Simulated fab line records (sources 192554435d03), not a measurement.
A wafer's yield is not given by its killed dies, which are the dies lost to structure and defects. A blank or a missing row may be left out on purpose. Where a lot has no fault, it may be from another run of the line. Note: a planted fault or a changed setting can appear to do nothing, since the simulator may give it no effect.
fab line records	flow n5_finfet
record: lots: 10	wafers: 30	last_day: 20
route steps=1938 shown PMOS_HMC_CHANNEL_EPI@69
lots untouched by any fault: they come from a run of this same line in which no faults occurred
start_h: hours from the record's opening day to when the first of the lot's shown wafers began	wait_h: hours since the lot's step before	" as in the row above	L1.1+2: several wafers, shown together as one row	- no value, or no start was given	* or withheld: withheld	< > ~ a bound
route shown NAME@n: a module of which the file shows steps, and the number in the route of the first	usual: the fault-free wafers' mean and standard deviation	same: alike in all rows	chamber/n: place in a boat	sites: per-site readings	_std_site: the values' standard deviation	_edge_site: mean of outer sites minus mean of inner sites	radius_mm: how far each site lies from the wafer's centre	mask NAME#n: copy n	behind: tool/chamber where the wafer was last shaped	hold: cause of the lot's hold/its duration in hours/its outcome	device: the transistor (n, p or np) that didn't switch	end of line: the route-end tests of the same wafers	step lacking rows: just its recipe	killed: dies lost to structure and defects at the first sort, not the wafer's yield	map: shows each die of a wafer: x if killed, . if not, _ if none is there
set.NAME: the setting the step ran with; set.NAME@STEP: the setting that earlier step ran with	model.NAME: the simulator's own value behind a step, which no gauge read
route steps across a sampled set of lots; one table per step, one row per wafer
services: the hour from which a tool's chamber was out of use, counted from the record's first day as start_h (under 0 if before that day), plus the number of hours and why
== steps ==
step: N5_PMOS_HMC_CHANNEL_EPI_ETCH_32
recipe: chemistry: N2/H2	target: BARC	stop_on: SiO2	target_depth_a: 858	over_etch_frac: 0.3	time_s: 50.3	ion_energy_ev: 200	mask_material: CAR-ArF-block	pressure_mtorr: 30	source_w: 840	bias_w: 150	n2_flow_sccm: 200	h2_flow_sccm: 200
usual: bias_w: 149.9/0.53	drypump_motor_current_A: 5.9/0.55	n2_flow_sccm: 200.0/0.57	oes_product_au: 0.66/0.065	rf_vpp_V: 523.8/2.4	showerhead_plenum_p_Torr: 2.54/0.084	throttle_valve_pct: 18.01/0.22
lot.wafer	tool	chamber	start_h	wait_h	bias_w	drypump_motor_current_A	n2_flow_sccm	oes_product_au	rf_hours_counter_h	rf_vpp_V	showerhead_plenum_p_Torr	throttle_valve_pct
L193.3	rie_diel-06	0	17.79	0.0	149.9	6.4	199.5	0.63	179	526.7	2.64	18.20
L193.4	"	3	"	"	150.8	5.3	199.6	0.78	9	525.8	2.60	18.06
L193.5	"	1	"	"	150.0	5.2	200.9	0.61	-	526.8	2.63	17.98
L194.2	rie_diel-03	1	23.36	0.0	149.6	6.1	200.0	0.65	122	523.1	2.45	17.60
L194.4	"	2	"	"	150.2	5.0	199.5	0.68	101	527.8	2.67	17.84
L194.6	"	3	"	"	150.0	5.4	198.9	0.59	-	524.8	2.61	18.25
L199.1	rie_diel-01	2	53.46	0.0	150.6	6.4	199.5	0.61	235	519.2	2.41	18.47
L199.2	"	1	"	"	149.5	6.3	200.4	0.69	98	522.6	2.56	17.81
L199.5	"	0	"	"	149.5	6.6	199.5	0.73	-	523.3	2.48	18.08
L202.1	rie_diel-03	0	71.28	0.0	150.7	5.6	199.3	0.64	162	523.7	2.53	18.03
L202.5	"	0	"	"	150.5	5.6	199.2	0.64	-	524.0	2.53	18.04
L202.6	"	2	"	"	149.8	5.0	200.1	0.68	-	526.7	2.66	17.85
L203.3	rie_diel-01	0	77.77	0.0	149.9	6.6	199.7	0.72	56	522.0	2.47	18.09
L203.5	"	3	"	"	151.1	6.0	199.4	0.57	-	524.4	2.50	18.24
L203.6	"	2	"	"	149.8	6.4	200.4	0.61	-	519.4	2.40	18.48
L204.3	rie_diel-01	3	83.82	0.0	150.8	6.0	200.4	0.58	230	522.8	2.50	18.24
L204.4	"	1	"	"	150.2	6.3	200.7	0.67	107	524.9	2.56	17.80
L204.6	"	2	"	"	150.9	6.4	200.1	0.61	-	520.3	2.40	18.49
L206.3	rie_diel-03	2	96.07	0.0	149.6	5.0	200.7	0.69	120	528.3	2.66	17.86
L206.4	"	3	"	"	149.9	5.4	200.0	0.81	13	524.4	2.60	17.87
L206.6	"	1	"	"	149.5	6.1	200.8	0.65	-	520.4	2.45	17.62
L211.2	rie_diel-03	3	125.42	0.0	149.3	5.4	200.4	0.79	19	525.6	2.60	17.88
L211.3	"	0	"	"	150.0	5.5	199.6	0.63	175	524.3	2.53	18.04
L211.4	"	1	"	"	150.2	6.1	200.1	0.64	139	521.7	2.44	17.63
L212.3	rie_diel-03	0	142.73	0.0	150.5	5.6	200.3	0.63	176	522.7	2.53	18.07
L212.5	"	0	"	"	149.3	5.6	200.7	0.63	-	523.6	2.53	18.06
L212.6	"	1	"	"	149.9	6.1	199.7	0.64	-	521.3	2.44	17.63
L213.1	rie_diel-03	2	150.83	0.0	149.6	5.0	200.0	0.67	131	526.9	2.65	17.90
L213.2	"	3	"	"	149.9	5.3	200.3	0.79	23	525.3	2.60	17.89
L213.6	"	1	"	"	149.5	6.1	199.1	0.64	-	520.8	2.44	17.64
step: N5_PMOS_HMC_CHANNEL_EPI_STRIP_33
recipe: chemistry: N2/H2	power_w: 500	temp_c: 40	pressure_mtorr: 50	rf_frequency_hz: 6e+07	overash_fraction: 0.3	bias_power_w: 8	h2_frac: 0.5	n2_flow_sccm: 300	h2_flow_sccm: 300
usual: drypump_motor_current_A: 5.9/0.55	n2_flow_sccm: 299.8/0.92	oes_product_au: 0.78/0.08	rf_vpp_V: 54.0/1.7	showerhead_plenum_p_Torr: 3.35/0.11	throttle_valve_pct: 19.11/0.21
lot.wafer	tool	chamber	start_h	wait_h	drypump_motor_current_A	n2_flow_sccm	oes_product_au	rf_hours_counter_h	rf_vpp_V	showerhead_plenum_p_Torr	throttle_valve_pct
L193.3	rie_diel-06	0	17.89	0.0	6.4	300.7	0.74	179	57.8	3.48	19.36
L193.4	"	3	"	"	5.2	301.2	0.91	9	56.3	3.43	19.25
L193.5	"	1	"	"	5.2	299.4	0.72	-	55.6	3.47	18.95
L194.2	rie_diel-03	1	23.46	0.0	6.1	301.0	0.77	122	54.3	3.24	18.98
L194.4	"	2	"	"	5.0	299.4	0.80	101	54.5	3.52	18.88
L194.6	"	3	"	"	5.4	297.6	0.66	-	53.4	3.45	19.30
L199.1	rie_diel-01	2	53.56	0.0	6.4	302.2	0.69	235	54.6	3.18	19.70
L199.2	"	1	"	"	6.3	299.5	0.81	98	55.9	3.38	18.96
L199.5	"	0	"	"	6.6	300.3	0.86	-	53.6	3.28	19.09
L202.1	rie_diel-03	0	71.37	0.0	5.6	300.7	0.75	162	54.5	3.35	18.97
L202.5	"	0	"	"	5.6	299.9	0.75	-	54.9	3.35	19.04
L202.6	"	2	"	"	5.0	299.0	0.80	-	54.5	3.51	18.91
L203.3	rie_diel-01	0	77.87	0.0	6.6	300.4	0.85	56	53.7	3.27	19.11
L203.5	"	3	"	"	6.0	300.5	0.67	-	57.7	3.31	19.18
L203.6	"	2	"	"	6.4	298.8	0.70	-	51.8	3.18	19.72
L204.3	rie_diel-01	3	83.92	0.0	6.0	299.8	0.68	230	57.1	3.31	19.16
L204.4	"	1	"	"	6.3	299.2	0.80	107	53.8	3.38	18.96
L204.6	"	2	"	"	6.4	299.3	0.70	-	51.3	3.18	19.69
L206.3	rie_diel-03	2	96.16	0.0	5.0	299.0	0.78	120	55.6	3.51	18.92
L206.4	"	3	"	"	5.4	301.7	0.96	13	53.5	3.44	18.94
L206.6	"	1	"	"	6.1	298.9	0.77	-	54.1	3.24	18.99
L211.2	rie_diel-03	3	125.51	0.0	5.4	300.1	0.94	19	56.0	3.43	18.94
L211.3	"	0	"	"	5.5	298.9	0.75	175	54.3	3.34	19.05
L211.4	"	1	"	"	6.2	299.4	0.76	139	54.3	3.23	18.98
L212.3	rie_diel-03	0	142.83	0.0	5.5	300.4	0.74	176	52.7	3.34	19.05
L212.5	"	0	"	"	5.5	300.5	0.74	-	54.0	3.34	19.02
L212.6	"	1	"	"	6.1	300.2	0.76	-	53.1	3.23	18.99
L213.1	rie_diel-03	2	150.93	0.0	5.0	299.1	0.78	131	54.5	3.50	18.93
L213.2	"	3	"	"	5.4	299.2	0.93	23	56.9	3.43	18.99
L213.6	"	1	"	"	6.1	301.0	0.74	-	55.7	3.23	18.99
step: N5_PMOS_HMC_CHANNEL_EPI_EPI_20
recipe: material: SiGe30	mask_material: SiO2	pressure_torr: 20	target_thk_a: 590	temp_c: 600
usual: chamber_pressure_Torr: 19.99/0.043	susceptor_temp_C_max: 600.9/0.33
lot.wafer	tool	chamber	start_h	wait_h	chamber_pressure_Torr	susceptor_temp_C_max
L193.3	epi_rpcvd-02	0	19.12	0.6	19.99	600.6
L193.4	"	0	"	"	20.02	600.7
L193.5	"	0	"	"	20.00	600.4
L194.2	epi_rpcvd-02	0	24.22	0.3	19.93	600.4
L194.4	"	0	"	"	20.00	600.7
L194.6	"	0	"	"	19.98	600.8
L199.1	epi_rpcvd-01	0	54.07	0.0	20.00	601.3
L199.2	"	0	"	"	19.96	601.2
L199.5	"	0	"	"	19.94	601.2
L202.1	epi_rpcvd-02	0	71.92	0.0	19.98	601.0
L202.5	"	0	72.99	1.1	19.97	601.0
L202.6	"	0	"	"	19.98	600.5
L203.3	epi_rpcvd-01	0	78.76	0.4	19.99	601.0
L203.5	"	0	"	"	19.99	601.7
L203.6	"	0	"	"	19.93	601.0
L204.3	epi_rpcvd-03	0	84.95	0.6	19.99	600.9
L204.4	"	0	"	"	19.98	600.5
L204.6	"	0	"	"	19.96	600.9
L206.3	epi_rpcvd-01	0	97.06	0.4	19.96	600.7
L206.4	"	0	"	"	20.03	601.4
L206.6	"	0	"	"	19.94	600.9
L211.2	epi_rpcvd-01	0	126.21	0.2	14.69	601.1
L211.3	"	0	"	"	14.62	601.1
L211.4	"	0	"	"	14.75	600.6
L212.3	epi_rpcvd-01	0	144.04	0.7	14.60	601.0
L212.5	"	0	"	"	14.74	601.2
L212.6	"	0	"	"	14.69	601.4
L213.1	epi_rpcvd-03	0	152.11	0.7	20.09	600.5
L213.2	"	0	"	"	19.97	600.5
L213.6	"	0	153.44	2.1	20.02	600.4
step: N5_PMOS_HMC_CHANNEL_EPI_THK_MEAS_22
recipe: reads: SiGe30_of_PMOS_HMC_CHANNEL_EPI_EPI_20
usual: HMC_CMP_THK: 54.3/0.57
lot.wafer	tool	chamber	start_h	wait_h	HMC_CMP_THK[nm]
L193.3	film_metro-01	-	20.62	-	53.1
L193.4	"	-	"	"	53.7
L193.5	"	-	"	"	53.2
L194.2	film_metro-01	-	25.98	-	54.0
L194.4	"	-	"	"	53.4
L194.6	"	-	"	"	54.6
L199.1	film_metro-02	-	56.06	0.3	55.0
L199.2	"	-	"	"	54.1
L199.5	"	-	"	"	53.9
L202.1	film_metro-02	-	73.95	-	54.2
L202.5	"	-	"	"	54.5
L202.6	"	-	"	"	53.7
L203.3	film_metro-01	-	79.99	-	54.1
L203.5	"	-	"	"	54.0
L203.6	"	-	"	"	53.7
L204.3	film_metro-02	-	86.48	-	54.7
L204.4	"	-	"	"	56.5
L204.6	"	-	"	"	54.4
L206.3	film_metro-02	-	98.31	-	54.4
L206.4	"	-	"	"	54.6
L206.6	"	-	"	"	54.6
L211.2	film_metro-01	-	127.65	-	52.1
L211.3	"	-	"	"	53.1
L211.4	"	-	"	"	52.7
L212.3	film_metro-01	-	145.90	-	51.5
L212.5	"	-	"	"	52.2
L212.6	"	-	"	"	52.2
L213.1	film_metro-02	-	154.14	-	54.7
L213.2	"	-	"	"	53.6
L213.6	"	-	"	"	53.7
step: N5_PMOS_HMC_CHANNEL_EPI_EPI_26
recipe: material: Si	target_thk_a: 38	temp_c: 650	precursor: SiH4/H2	pressure_torr: 20	time_s: 22.7
usual: chamber_pressure_Torr: 20.02/0.051	susceptor_temp_C_max: 651.0/0.35	throttle_valve_pct: 11.26/0.28
lot.wafer	tool	chamber	start_h	wait_h	chamber_pressure_Torr	susceptor_temp_C_max	throttle_valve_pct
L193.3	epi_rpcvd-03	0	20.83	0.1	20.03	651.1	11.02
L193.4	"	0	"	"	20.00	651.6	11.06
L193.5	"	0	"	"	20.01	651.2	10.98
L194.2	epi_rpcvd-01	0	26.14	0.1	20.10	651.0	11.10
L194.4	"	0	"	"	20.03	651.3	11.16
L194.6	"	0	"	"	20.14	651.0	10.96
L199.1	epi_rpcvd-02	0	56.17	0.0	19.98	650.8	11.38
L199.2	"	0	"	"	20.03	651.0	11.45
L199.5	"	0	"	"	19.99	651.9	11.56
L202.1	epi_rpcvd-03	0	74.06	0.0	19.96	651.3	11.22
L202.5	"	0	"	"	19.93	651.2	10.93
L202.6	"	0	"	"	20.00	650.9	11.05
L203.3	epi_rpcvd-02	0	80.23	0.2	20.05	651.7	11.51
L203.5	"	0	"	"	20.01	651.8	11.63
L203.6	"	0	"	"	19.96	651.4	11.43
L204.3	epi_rpcvd-02	0	86.69	0.1	20.06	651.3	11.76
L204.4	"	0	"	"	20.03	651.1	11.48
L204.6	"	0	"	"	19.97	650.9	11.73
L206.3	epi_rpcvd-02	0	98.52	0.1	19.97	651.3	11.58
L206.4	"	0	"	"	19.96	651.3	11.66
L206.6	"	0	"	"	19.97	650.9	11.71
L211.2	epi_rpcvd-01	0	127.81	0.1	20.01	651.4	11.31
L211.3	"	0	"	"	19.98	650.8	11.08
L211.4	"	0	"	"	20.00	650.8	10.95
L212.3	epi_rpcvd-01	0	146.18	0.2	20.00	650.9	11.00
L212.5	"	0	"	"	20.05	651.2	10.86
L212.6	"	0	"	"	19.96	651.3	10.88
L213.1	epi_rpcvd-03	0	154.25	0.0	19.99	650.7	11.00
L213.2	"	0	"	"	19.90	651.3	11.26
L213.6	"	0	"	"	19.95	650.8	11.23
== services ==
tool	chamber	start_h	hours	kind
rie_diel-01	1	28.63	15.2	repair
rie_diel-03	3	37.19	-	clean
rie_diel-03	3	37.19	-	consumable_replace:focus_ring
rie_diel-03	3	37.19	11.0	scheduled_down
rie_diel-03	3	37.19	11.0	vent_cycle
rie_diel-03	-	56.58	0.7	repair
rie_diel-06	2	62.12	2.9	repair
rie_diel-03	1	63.66	28.1	repair
rie_diel-01	0	75.90	1.5	repair
epi_rpcvd-03	-	89.11	2.7	repair
epi_rpcvd-02	-	96.82	1.2	repair
rie_diel-01	2	108.89	-	clean
rie_diel-01	2	108.89	-	consumable_replace:focus_ring
rie_diel-01	2	108.89	-	consumable_replace:showerhead
rie_diel-01	2	108.89	24.0	scheduled_down
rie_diel-01	2	108.89	24.0	vent_cycle
rie_diel-01	3	154.08	-	clean
rie_diel-01	3	154.08	-	consumable_replace:focus_ring
rie_diel-01	3	154.08	18.9	scheduled_down
rie_diel-01	3	154.08	18.9	vent_cycle
== key ==
first_sign: step: N5_PMOS_HMC_CHANNEL_EPI_EPI_20	reading: chamber_pressure_Torr	direction: down	sigmas: 99+	usual: 19.99	struck: 14.68
effect: step: N5_PMOS_HMC_CHANNEL_EPI_THK_MEAS_22	reading: HMC_CMP_THK	direction: down	sigmas: 3.5	usual: 54.3	struck: 52.3	wafers_moved: 5
met_at N5_PMOS_HMC_CHANNEL_EPI_EPI_20
struck_lots L211,L212
tester_left_out L211,L212
not_acting_at N5_PMOS_HMC_CHANNEL_EPI_ETCH_32,N5_PMOS_HMC_CHANNEL_EPI_STRIP_33,N5_PMOS_HMC_CHANNEL_EPI_EPI_26
onset_between 97.06 126.21
fault: kind: process_parameter_drift	tool: epi_rpcvd-01	chamber: -	onset_h: 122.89	steps: N5_PMOS_HMC_CHANNEL_EPI_EPI_20	channel: pressure_torr	offset: -5.279	shape: step	end_h: 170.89	acts_in: these_recipes_only	stated: 20
tester_left_out: of these lots the tester's yield and bins aren't shown, on N5 and GAA mostly nor the transistor test; their killed dies are dies lost to structure and defects alone, not to doping, threshold or leakage, so they don't give the yield
